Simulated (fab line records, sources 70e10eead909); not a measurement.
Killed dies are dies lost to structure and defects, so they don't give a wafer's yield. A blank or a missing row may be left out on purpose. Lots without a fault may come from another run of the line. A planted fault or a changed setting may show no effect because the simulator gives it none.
Which tool did it? | flow nand_harc | 13 lots, 39 wafers sampled, at 6 steps of a route of 1302

WHAT THE GAUGES READ, wafer by wafer
NHARC_A_CHANNEL_FILL_D1_INSPECT_13.
lot  | measured     | on                | raw_defect_count
L289 | day 11 07:13 | defect_inspect-01 | 312 244 394
L290 | day 12 00:48 | defect_inspect-02 | 398 324 234
L291 | day 12 00:48 | defect_inspect-01 | 406 220 206
L292 | day 12 09:08 | defect_inspect-01 | 254 204 274
L294 | day 12 22:33 | defect_inspect-01 | 375 229 375
L293 | day 12 22:33 | defect_inspect-02 | 487 510 395
L303 | day 17 02:51 | defect_inspect-02 | 217 305 455
L305 | day 17 13:44 | defect_inspect-01 | 409 268 421
L307 | day 18 18:38 | defect_inspect-01 | 247 296 259
L308 | day 19 07:16 | defect_inspect-02 | 470 359 468
L309 | day 19 10:53 | defect_inspect-01 | 301 279 172
L310 | day 19 19:50 | defect_inspect-02 | 214 191 314
L311 | day 20 06:06 | defect_inspect-01 | 277 158 236

NHARC_A_DECK1_JOINT_INSPECT_05.
lot  | measured     | on                | raw_defect_count
L289 | day 12 18:58 | defect_inspect-02 | 166 146 329
L290 | day 13 17:23 | defect_inspect-02 | 221 448 306
L291 | day 13 17:17 | defect_inspect-02 | 212 297 314
L292 | day 13 17:26 | defect_inspect-01 | 158 327 431
L294 | day 14 13:41 | defect_inspect-02 | 324 202 195
L293 | day 14 13:34 | defect_inspect-01 | 385 242 290
L303 | day 18 12:33 | defect_inspect-01 | 215 388 310
L305 | day 18 19:58 | defect_inspect-01 | 392 323 220
L307 | day 20 04:35 | defect_inspect-01 | 441 481 348
L308 | day 20 17:39 | defect_inspect-02 | 304 323 406
L309 | day 20 17:38 | defect_inspect-01 | 202 225 187
L310 | day 21 07:32 | defect_inspect-01 | 500 360 372
L311 | day 22 03:49 | defect_inspect-02 | 714 384 585

NHARC_A_ONON_D2_THK_MEAS_05: measures by ellipsometry.
lot  | measured     | on            | thk_nm (nm)
L289 | day 12 20:07 | film_metro-02 | 1000 999 1001
L290 | day 13 18:32 | film_metro-01 | 1004 1004 1006
L291 | day 13 18:26 | film_metro-01 | 1009 1009 1008
L292 | day 13 18:34 | film_metro-02 | 996 996 997
L294 | day 14 14:50 | film_metro-01 | 1000 1000 1002
L293 | day 14 14:43 | film_metro-01 | 992 989 991
L303 | day 18 13:42 | film_metro-02 | 1029 1030 1032
L305 | day 18 21:07 | film_metro-02 | 1038 1038 1036
L307 | day 20 05:43 | film_metro-02 | 988 989 990
L308 | day 20 18:49 | film_metro-01 | 995 995 996
L309 | day 20 18:48 | film_metro-02 | 996 998 997
L310 | day 21 08:40 | film_metro-02 | 1002 1002 1004
L311 | day 22 04:57 | film_metro-01 | 997 996 995

NHARC_END_SORT_01.
lot  | measured     | on        | killed_at_array | killed_at_other | killed_at_periphery | killed_dies | killed_open | killed_short
L303 | day 30 11:17 | prober-02 | 182 198 179     | 1 0 2           | 6 3 7               | 189 201 188 | 5 5 4       | 4 3 3
L305 | day 30 10:23 | prober-01 | 175 187 174     | 0 0 0           | 1 2 2               | 176 189 176 | 2 3 2       | 2 0 6

WHICH TOOL RAN EACH LOT (tool, then ch and the chambers of the sampled wafers, then the start)
lot  | NHARC_A_CHANNEL_FILL_D1_CMP_10 | NHARC_A_ONON_D2_DEP_03
L289 | cmp-01 ch 0,1,3, day 11 06:49  | pecvd_onon-01 ch 0, day 12 19:37
L290 | cmp-04 ch 1,2, day 12 00:23    | pecvd_onon-01 ch 0, day 13 18:01
L291 | cmp-01 ch 1,2,3, day 12 00:26  | pecvd_onon-02 ch 0, day 13 17:55
L292 | cmp-01 ch 1,2,3, day 12 08:46  | pecvd_onon-03 ch 0, day 13 18:14
L294 | cmp-01 ch 0,1, day 12 22:08    | pecvd_onon-01 ch 0, day 14 14:26
L293 | cmp-02 ch 0,3, day 12 22:08    | pecvd_onon-02 ch 0, day 14 14:12
L303 | cmp-04 ch 1,2,3, day 17 02:26  | pecvd_onon-01 ch 0, day 18 13:15
L305 | cmp-04 ch 0,2,3, day 17 13:22  | pecvd_onon-01 ch 0, day 18 20:36
L307 | cmp-02 ch 1,2,3, day 18 18:13  | pecvd_onon-03 ch 0, day 20 05:13
L308 | cmp-02 ch 0,2, day 19 06:52    | pecvd_onon-02 ch 0, day 20 18:21
L309 | cmp-04 ch 1,3, day 19 10:28    | pecvd_onon-03 ch 0, day 20 18:24
L310 | cmp-01 ch 0,2, day 19 19:26    | pecvd_onon-03 ch 0, day 21 08:10
L311 | cmp-02 ch 1,2,3, day 20 05:41  | pecvd_onon-03 ch 0, day 22 04:26
- NHARC_A_CHANNEL_FILL_D1_CMP_10: polishes, target thk 150 nm.
- NHARC_A_ONON_D2_DEP_03: target thk 1000 nm.

WHAT THE TOOLS THEMSELVES READ (means of the sampled wafers that have a number; where no wafer has one, the mark that the record gives instead)
NHARC_A_CHANNEL_FILL_D1_CMP_10.
lot  | tool   | edge_zone_pressure_frac | motor_current_A (A) | time_to_endpoint_s (s)
L289 | cmp-01 | 0.998                   | 12.5                | 16.9
L290 | cmp-04 | 0.998                   | 11.8                | 16.0
L291 | cmp-01 | 0.999                   | 11.6                | 14.2
L292 | cmp-01 | 1.002                   | 11.5                | 17.0
L294 | cmp-01 | 1.002                   | 12.1                | 18.3
L293 | cmp-02 | 1.003                   | 13.2                | 17.9
L303 | cmp-04 | 0.999                   | 11.6                | 13.5
L305 | cmp-04 | 1.000                   | 11.4                | 13.8
L307 | cmp-02 | 1.001                   | 12.6                | 16.1
L308 | cmp-02 | 1.001                   | 12.5                | 16.8
L309 | cmp-04 | 1.004                   | 10.6                | 17.5
L310 | cmp-01 | 1.004                   | 14.1                | 14.1
L311 | cmp-02 | 1.002                   | 12.5                | 16.3

NHARC_A_ONON_D2_DEP_03.
lot  | tool          | nh3_flow_sccm (sccm)
L289 | pecvd_onon-01 | 500.1
L290 | pecvd_onon-01 | 498.6
L291 | pecvd_onon-02 | 497.3
L292 | pecvd_onon-03 | 501.6
L294 | pecvd_onon-01 | 498.1
L293 | pecvd_onon-02 | 500.5
L303 | pecvd_onon-01 | 502.2
L305 | pecvd_onon-01 | 501.3
L307 | pecvd_onon-03 | 500.6
L308 | pecvd_onon-02 | 499.0
L309 | pecvd_onon-03 | 498.8
L310 | pecvd_onon-03 | 501.4
L311 | pecvd_onon-03 | 500.5

THE ANSWER, worked out from the rows above alone
Rule: what is usual is taken from the lots themselves. Put in order of their means at a reading, lots are off if they are a third of the lots or fewer, leave a main group of 4 or more, and stand apart from it by a gap of 3 or more times the standard deviation of the main group's means; of several such gaps the widest counts. A main group whose means are all the same, to the digits that the tables above print for the reading, isn't used. A lot without any number at a reading at which 4 lots or more have one is off too. The other lots that the step has rows for count as sound. The gauges are gone through in route order, then the tools' own readings, and for those a lot's mean is taken as printed above. The first step at which some lot is off is used, and at that step the reading that is off furthest; a lot without a number counts as furthest.
Off: L303, L305, at NHARC_A_ONON_D2_THK_MEAS_05 (thk_nm). The main group: mean 998 nm, standard deviation 5.6.
A tool fits if, at a process step before that reading, it ran every lot that is off, and no sound lot after the first of them. The gauges at NHARC_A_ONON_D2_THK_MEAS_05 are tried like those tools. One fits: pecvd_onon-01 at NHARC_A_ONON_D2_DEP_03. Its last sound lot is L294 (day 14 14:26), its first lot that is off L303 (day 18 13:15): a fault that began between those two fits.

WHAT THE SIMULATOR HAD PUT IN
Process parameter drift: pecvd_onon-01, from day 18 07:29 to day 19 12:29, at NHARC_A_ONON_D2_DEP_03. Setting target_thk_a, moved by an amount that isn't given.
Lots struck among those shown: L303, L305. The rule above found the same.
